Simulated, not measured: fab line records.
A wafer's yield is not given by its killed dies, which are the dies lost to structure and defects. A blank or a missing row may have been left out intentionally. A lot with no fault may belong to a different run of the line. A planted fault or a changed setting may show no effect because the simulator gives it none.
A lot that was struck, set against a sound lot | flow nand harc | 15 out of 1302 route steps
Sound: wafers L286.1, L286.3, L286.4. The struck wafers were L278.1, L278.3, L278.6. The cause is named last.
Per side, at each step with rows, come the tool, then ch with its chambers, and then its first start. Under that, the readings that differ: sound wafers | struck wafers | difference of the means | sigmas: that difference in standard deviations of wafers without a fault.
alike: words and numbers the same on both sides, and readings whose means are apart by under 2 such deviations; not compared: readings that were withheld, readings missing a value for some wafer, numbers with overlapping values and no deviation given by the record, and bounds like >300 which may hide the same value.
A row with sigmas, a row that says differs or no value, or rows on one side alone: a step with any of these is where the two part. Numbers that have no deviation but don't overlap get no sigmas and don't part them. A reading missing from all wafers of one side parts the sides only when that side holds two or more wafers.

first, 6 steps without rows for these wafers: NHARC_A_CONTACT_COAT_63 (resist thk 90 nm); NHARC_A_CONTACT_SOFTBAKE_64 (time 55 s); NHARC_A_CONTACT_EBR_65; NHARC_A_CONTACT_EXPOSE_66 (exposes mask A CC 2); NHARC_A_CONTACT_PEB_67 (peb time 65 s); NHARC_A_CONTACT_DEVELOP_68 (develop time 35 s).
NHARC_A_CONTACT_CD_MEAS_69: the cd target is 300 nm.
  sound on cd sem-02 ch 0, day 31 03:26; struck on cd sem-01 ch 0, day 26 12:56
  alike: cd nm
NHARC_A_CONTACT_OVL_MEAS_70:
  struck on overlay-01, day 26 13:01; sound on overlay-01, day 31 03:32
  alike: overlay x nm, overlay y nm
NHARC_A_CONTACT_INSPECT_71:
  struck on defect inspect-01, day 26 13:03; sound on defect inspect-01, day 31 03:34
  alike: raw defect count
NHARC_A_CONTACT_DESCUM_74: chemistry O2, time 3 s.
  sound on rie diel-01 ch 0,3, day 31 03:38; struck on rie diel-05 ch 0,1,3, day 26 13:07
  reading                | sound                | struck               | difference | sigmas
  throttle valve pct (%) | 11.313 11.301 11.303 | 11.319 11.335 11.324 | +0.020     | +2
  alike: drypump motor current A, mfc ar sccm, oes product au, rf vpp V, showerhead plenum p Torr
  not compared: rf hours counter h
NHARC_A_CONTACT_ETCH_75: etches the open film in CF4, target depth 39 nm, time 65 s.
  sound on rie diel-01 ch 1,3, day 31 03:44; struck on rie diel-05 ch 0,3, day 26 13:12
  reading      | sound             | struck            | difference | sigmas
  rf vpp V (V) | 153.3 151.3 151.6 | 149.1 150.3 148.8 | -2.7       | -2
  alike: bias w, cf4 flow sccm, drypump motor current A, mfc ar sccm, oes product au, showerhead plenum p Torr, throttle valve pct
  not compared: rf hours counter h
NHARC_A_CONTACT_ETCH_76: etches the open film in N2/H2, target depth 260 nm, time 475.3 s.
  sound: rie diel-01 ch 0,1,3; struck: rie diel-05 ch 0,1
  alike: bias w, chamber pressure mTorr, drypump motor current A, mfc ar sccm, n2 flow sccm, oes product au, rf vpp V, showerhead plenum p Torr, throttle valve pct
  not compared: rf hours counter h
NHARC_A_CONTACT_ETCH_77: etches the open film in CF4/CHF3, target depth 108.9 nm, time 54.5 s.
  sound on rie diel-01 ch 0,1,3, day 31 04:15; struck on rie diel-05 ch 0,1,3, day 26 13:43
  no value came back on the struck wafers for any of 9 readings (bias w (W), cf4 flow sccm (sccm) and others); on the sound wafers bias w (W) reads 200.8 199.9 199.8
  not compared: rf hours counter h
NHARC_A_CONTACT_ETCH_78: etches the open film in O2/COS, target depth 5300 nm, time 1378 s.
  sound: rie diel-01 ch 0,1; struck: rie diel-05 ch 0,2,3
  reading            | sound             | struck        | difference | sigmas
  mfc ar sccm (sccm) | 0.034 0.017 0.034 | 0.004 0.004 0 | -0.026     | -2
  alike: bias w, chamber pressure mTorr, cos flow sccm, drypump motor current A, oes product au, rf vpp V, showerhead plenum p Torr, throttle valve pct
  not compared: rf hours counter h
-- the record jumps here: 3 days lie between the struck wafers' starts before and after (it left off in module A_CONTACT and takes up again in module END, whose first step shown is number 1302 of the route) --
NHARC_END_SORT_01:
  here the record holds rows for the struck wafers (prober-02 ch 0, day 29 02:36) but none for the sound ones

== WHERE THEY PART ==
Earliest at NHARC_A_CONTACT_DESCUM_74; latest, in this record, at NHARC_END_SORT_01.

WHY: what the simulator had put in
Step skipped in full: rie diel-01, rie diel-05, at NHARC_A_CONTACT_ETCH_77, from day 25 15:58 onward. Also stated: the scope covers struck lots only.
